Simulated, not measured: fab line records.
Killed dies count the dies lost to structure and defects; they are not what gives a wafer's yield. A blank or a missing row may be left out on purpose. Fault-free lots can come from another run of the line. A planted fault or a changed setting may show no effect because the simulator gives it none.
Struck lot and sound lot, side by side	flow n5_finfet	13 out of 1938 route steps
Sound: wafers L757.4, L757.5. Wafers struck: L763.1, L763.3, L763.6. The cause is named last.
Order at every step that has rows: each side's tool, ch and its chambers, its first start. Under that, the readings that differ: sound wafers	struck wafers	difference of the means	sigmas: that difference in standard deviations of wafers without a fault.
alike: words and numbers the same on both sides, and readings whose means are apart by under 2 such deviations; not compared: readings that were withheld, readings missing a value for some wafer, numbers with overlapping values and no deviation given by the record, and bounds like >300 which may hide the same value.
A row with sigmas, a row that says differs or no value, or rows on one side alone: a step with any of these is where the two part. Numbers that don't overlap but have no deviation are shown without sigmas and don't part them. A reading missing from all wafers of one side parts the sides only when that side holds two or more wafers.

first, 3 steps without rows for these wafers: N5_SD_EPI_P_PRECLEAN_32 (cleans in dHF, time 10 s); N5_SD_EPI_P_PRECLEAN_33 (cleans in SC2, time 45 s); N5_SD_EPI_P_SRD_25 (time 30 s).
N5_SD_EPI_P_INSPECT_26: inspects for defects (darkfield).
  sound on defect_inspect-01, day 4 17:14; struck on defect_inspect-02, day 6 05:32
  alike: raw_defect_count
N5_SD_ACTIVATION_RTA_00: time 0 s.
  sound on rtp_anneal-01 ch 0, day 4 17:26; struck on rtp_anneal-01 ch 0, day 6 05:45
  alike: lamp_power_pct, wafer_temp_C_max
N5_SD_ACTIVATION_LSA_01: time 0.0008 s.
  sound on laser_anneal-02 ch 0, day 4 17:44; struck on laser_anneal-02 ch 0, day 6 05:57
  alike: wafer_temp_C_max
N5_SD_ACTIVATION_INSPECT_02: inspects for defects (darkfield).
  sound on defect_inspect-02, day 4 18:11; struck on defect_inspect-01, day 6 06:28
  alike: raw_defect_count
N5_ILD0_LINER_00: material SiNx, target thk 4 nm, pulse time 1 s, purge time 2 s.
  sound on ald_sin-02 ch 0,2, day 4 18:45; struck on ald_sin-03 ch 2,3, day 6 06:33
  alike: heater_power_w, precursor_pulse_height_rel
then, 2 steps without rows for these wafers: N5_ILD0_FCVD_FILL_01 (material SiO2 flowable, target thk 200 nm, time 328.3 s); N5_ILD0_CURE_02 (time 1800 s).
N5_ILD0_CMP_03: polishes, stops on SiNx, t overpolish 1.9 s, target thk 197.38 nm.
  sound on cmp-04 ch 3, day 4 21:09; struck on cmp-04 ch 1,3, day 6 08:57
reading	sound	struck	difference	sigmas
motor_current_A (A)	14.8 14.2	13.8 10.5 10.2	-3.0	-2
platen_rpm (rpm)	51.82 51.78	49.71 49.69 49.78	-2.07	-61
time_to_endpoint_s (s)	62 62	64 80 76	+11	+2
  alike: overpolish_run_s, retaining_ring_pressure_frac
N5_ILD0_THK_MEAS_04:
  sound on film_metro-02, day 4 21:26; struck on film_metro-01, day 6 09:13
  alike: thk_nm
following that, these wafers have no rows for 1 step: N5_PASSIVATION_PROBE_49.

## WHERE THEY PART
Only at N5_ILD0_CMP_03, within this record. Later steps at which nothing parts them and some readings are alike: N5_ILD0_THK_MEAS_04.

WHY: the cause the simulator had injected
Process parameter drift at N5_ILD0_CMP_03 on cmp-04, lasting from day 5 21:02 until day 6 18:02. The setting platen_rpm was moved by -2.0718, starting from 51.796. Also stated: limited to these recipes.
